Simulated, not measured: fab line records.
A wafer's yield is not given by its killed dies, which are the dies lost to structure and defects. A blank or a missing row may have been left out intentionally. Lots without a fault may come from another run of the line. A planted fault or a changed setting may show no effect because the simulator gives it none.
Which tool is to blame? || flow n5_finfet || 24 lots with 72 wafers sampled at 2 steps, on a route of 1938 steps

== WHAT THE GAUGES READ, wafer by wafer ==
N5_BEOL_M15_OVL_MEAS_11.
{"lot": "L074", "measured": "day 11 08:21", "on": "overlay-01", "V14_OVL (nm)": "-7 1 -3"}
{"lot": "L075", "measured": "day 11 09:22", "on": "overlay-02", "V14_OVL (nm)": "-5 -5 0"}
{"lot": "L076", "measured": "day 11 17:17", "on": "overlay-02", "V14_OVL (nm)": "-5 -4 -1"}
{"lot": "L077", "measured": "day 11 21:24", "on": "overlay-01", "V14_OVL (nm)": "-11 -4 -5"}
{"lot": "L078", "measured": "day 12 12:38", "on": "overlay-02", "V14_OVL (nm)": "2 -8 -10"}
{"lot": "L079", "measured": "day 12 17:48", "on": "overlay-01", "V14_OVL (nm)": "6 2 -1"}
{"lot": "L080", "measured": "day 12 22:53", "on": "overlay-01", "V14_OVL (nm)": "7 5 1"}
{"lot": "L081", "measured": "day 13 14:21", "on": "overlay-01", "V14_OVL (nm)": "3 3 0"}
{"lot": "L082", "measured": "day 13 20:26", "on": "overlay-01", "V14_OVL (nm)": "5 -1 -2"}
{"lot": "L083", "measured": "day 13 23:14", "on": "overlay-02", "V14_OVL (nm)": "-5 -9 -5"}
{"lot": "L084", "measured": "day 14 03:07", "on": "overlay-01", "V14_OVL (nm)": "5 -4 -1"}
{"lot": "L085", "measured": "day 14 04:43", "on": "overlay-01", "V14_OVL (nm)": "-7 2 8"}
{"lot": "L086", "measured": "day 14 19:43", "on": "overlay-02", "V14_OVL (nm)": "-2 -5 2"}
{"lot": "L088", "measured": "day 15 02:05", "on": "overlay-01", "V14_OVL (nm)": "-3 -6 2"}
{"lot": "L087", "measured": "day 15 07:05", "on": "overlay-01", "V14_OVL (nm)": "-7 -4 -5"}
{"lot": "L089", "measured": "day 15 21:05", "on": "overlay-02", "V14_OVL (nm)": "-2 -3 4"}
{"lot": "L090", "measured": "day 16 00:24", "on": "overlay-01", "V14_OVL (nm)": "-7 2 -2"}
{"lot": "L091", "measured": "day 16 03:17", "on": "overlay-02", "V14_OVL (nm)": "-6 -6 -3"}
{"lot": "L092", "measured": "day 16 14:22", "on": "overlay-02", "V14_OVL (nm)": "1 -9 -4"}
{"lot": "L094", "measured": "day 16 21:52", "on": "overlay-01", "V14_OVL (nm)": "-5 -4 -2"}
{"lot": "L095", "measured": "day 16 22:13", "on": "overlay-02", "V14_OVL (nm)": "-3 -2 -6"}
{"lot": "L093", "measured": "day 17 04:25", "on": "overlay-01", "V14_OVL (nm)": "9 0 7"}
{"lot": "L096", "measured": "day 17 14:13", "on": "overlay-02", "V14_OVL (nm)": "0 -1 -6"}
{"lot": "L097", "measured": "day 18 04:24", "on": "overlay-02", "V14_OVL (nm)": "4 1 -7"}

== WHICH TOOL RAN EACH LOT (tool, then ch and the chambers of the sampled wafers, then the start) ==
{"lot": "L074", "N5_BEOL_M14_DEP_53": "pecvd-03 ch 0,2, day 11 07:30"}
{"lot": "L075", "N5_BEOL_M14_DEP_53": "pecvd-03 ch 1,2, day 11 08:31"}
{"lot": "L076", "N5_BEOL_M14_DEP_53": "pecvd-01 ch 0,1,2, day 11 16:27"}
{"lot": "L077", "N5_BEOL_M14_DEP_53": "pecvd-04 ch 0,1,2, day 11 20:41"}
{"lot": "L078", "N5_BEOL_M14_DEP_53": "pecvd-01 ch 0,1,2, day 12 11:55"}
{"lot": "L079", "N5_BEOL_M14_DEP_53": "pecvd-01 ch 0,1,2, day 12 16:58"}
{"lot": "L080", "N5_BEOL_M14_DEP_53": "pecvd-04 ch 0,1,2, day 12 22:10"}
{"lot": "L081", "N5_BEOL_M14_DEP_53": "pecvd-04 ch 0,1,2, day 13 13:29"}
{"lot": "L082", "N5_BEOL_M14_DEP_53": "pecvd-03 ch 1,2, day 13 19:44"}
{"lot": "L083", "N5_BEOL_M14_DEP_53": "pecvd-03 ch 0,1, day 13 22:31"}
{"lot": "L084", "N5_BEOL_M14_DEP_53": "pecvd-01 ch 0,1, day 14 02:17"}
{"lot": "L085", "N5_BEOL_M14_DEP_53": "pecvd-03 ch 0,1, day 14 03:59"}
{"lot": "L086", "N5_BEOL_M14_DEP_53": "pecvd-01 ch 0,2, day 14 18:54"}
{"lot": "L088", "N5_BEOL_M14_DEP_53": "pecvd-01 ch 1,2, day 15 01:14"}
{"lot": "L087", "N5_BEOL_M14_DEP_53": "pecvd-04 ch 0,1, day 15 06:23"}
{"lot": "L089", "N5_BEOL_M14_DEP_53": "pecvd-04 ch 0,1, day 15 20:22"}
{"lot": "L090", "N5_BEOL_M14_DEP_53": "pecvd-01 ch 0,1,2, day 15 23:42"}
{"lot": "L091", "N5_BEOL_M14_DEP_53": "pecvd-03 ch 1,2, day 16 02:35"}
{"lot": "L092", "N5_BEOL_M14_DEP_53": "pecvd-03 ch 0,1,2, day 16 09:58"}
{"lot": "L094", "N5_BEOL_M14_DEP_53": "pecvd-04 ch 1,2, day 16 21:10"}
{"lot": "L095", "N5_BEOL_M14_DEP_53": "pecvd-01 ch 0,1,2, day 16 21:31"}
{"lot": "L093", "N5_BEOL_M14_DEP_53": "pecvd-04 ch 0,2, day 17 03:41"}
{"lot": "L096", "N5_BEOL_M14_DEP_53": "pecvd-03 ch 0,2, day 17 13:31"}
{"lot": "L097", "N5_BEOL_M14_DEP_53": "pecvd-01 ch 0,2, day 18 03:35"}
- N5_BEOL_M14_DEP_53: deposits SiCN from 3MS/NH3, target thk 50 nm, time 17.8 s.

== AS READ BY THE TOOLS THEMSELVES (means over the sampled wafers that have a number; for cases with no such wafer, the mark the record gives instead) ==
N5_BEOL_M14_DEP_53.
{"lot": "L074", "tool": "pecvd-03", "showerhead_plenum_p_Torr (Torr)": 4.191, "throttle_valve_pct (%)": 17.1}
{"lot": "L075", "tool": "pecvd-03", "showerhead_plenum_p_Torr (Torr)": 4.178, "throttle_valve_pct (%)": 16.6}
{"lot": "L076", "tool": "pecvd-01", "showerhead_plenum_p_Torr (Torr)": 4.172, "throttle_valve_pct (%)": 17.7}
{"lot": "L077", "tool": "pecvd-04", "showerhead_plenum_p_Torr (Torr)": 4.143, "throttle_valve_pct (%)": 17.0}
{"lot": "L078", "tool": "pecvd-01", "showerhead_plenum_p_Torr (Torr)": 4.168, "throttle_valve_pct (%)": 17.6}
{"lot": "L079", "tool": "pecvd-01", "showerhead_plenum_p_Torr (Torr)": 4.171, "throttle_valve_pct (%)": 17.7}
{"lot": "L080", "tool": "pecvd-04", "showerhead_plenum_p_Torr (Torr)": 4.142, "throttle_valve_pct (%)": 16.8}
{"lot": "L081", "tool": "pecvd-04", "showerhead_plenum_p_Torr (Torr)": 4.141, "throttle_valve_pct (%)": 16.9}
{"lot": "L082", "tool": "pecvd-03", "showerhead_plenum_p_Torr (Torr)": 4.177, "throttle_valve_pct (%)": 16.8}
{"lot": "L083", "tool": "pecvd-03", "showerhead_plenum_p_Torr (Torr)": 4.188, "throttle_valve_pct (%)": 17.8}
{"lot": "L084", "tool": "pecvd-01", "showerhead_plenum_p_Torr (Torr)": 4.175, "throttle_valve_pct (%)": 17.6}
{"lot": "L085", "tool": "pecvd-03", "showerhead_plenum_p_Torr (Torr)": 4.185, "throttle_valve_pct (%)": 17.2}
{"lot": "L086", "tool": "pecvd-01", "showerhead_plenum_p_Torr (Torr)": 4.164, "throttle_valve_pct (%)": 17.8}
{"lot": "L088", "tool": "pecvd-01", "showerhead_plenum_p_Torr (Torr)": 4.180, "throttle_valve_pct (%)": 17.5}
{"lot": "L087", "tool": "pecvd-04", "showerhead_plenum_p_Torr (Torr)": 4.132, "throttle_valve_pct (%)": 17.4}
{"lot": "L089", "tool": "pecvd-04", "showerhead_plenum_p_Torr (Torr)": 4.138, "throttle_valve_pct (%)": 17.3}
{"lot": "L090", "tool": "pecvd-01", "showerhead_plenum_p_Torr (Torr)": 4.169, "throttle_valve_pct (%)": 17.8}
{"lot": "L091", "tool": "pecvd-03", "showerhead_plenum_p_Torr (Torr)": 4.187, "throttle_valve_pct (%)": 16.9}
{"lot": "L092", "tool": "pecvd-03", "showerhead_plenum_p_Torr (Torr)": 4.191, "throttle_valve_pct (%)": 17.4}
{"lot": "L094", "tool": "pecvd-04", "showerhead_plenum_p_Torr (Torr)": 4.152, "throttle_valve_pct (%)": 16.7}
{"lot": "L095", "tool": "pecvd-01", "showerhead_plenum_p_Torr (Torr)": 4.172, "throttle_valve_pct (%)": 17.6}
{"lot": "L093", "tool": "pecvd-04", "showerhead_plenum_p_Torr (Torr)": 4.145, "throttle_valve_pct (%)": 17.1}
{"lot": "L096", "tool": "pecvd-03", "showerhead_plenum_p_Torr (Torr)": 4.188, "throttle_valve_pct (%)": 17.8}
{"lot": "L097", "tool": "pecvd-01", "showerhead_plenum_p_Torr (Torr)": 4.165, "throttle_valve_pct (%)": 17.6}

== THE ANSWER, worked out from the rows above alone ==
Rule: the lots themselves supply what counts as usual. The widest of any qualifying gaps counts: lots, ordered by their means at a reading, are off when they make up no more than a third of the lots, leave a main group of 4 or more, and stand apart from it by 3 or more times the standard deviation of that group's means. A main group whose means are all the same, to the digits that the tables above print for the reading, isn't used. Also off: a lot with no number at a reading for which 4 or more lots have one. Where the step has rows for the other lots, those lots are counted as sound. After the gauges, taken in route order, come the tools' own readings; for these a lot's mean is taken, as printed above. The first step at which some lot is off is used, and at that step the reading that is off furthest; a lot without a number counts as furthest.
None of the lots is off at any reading shown; this tells nothing.

== WHAT THE SIMULATOR PUT IN ==
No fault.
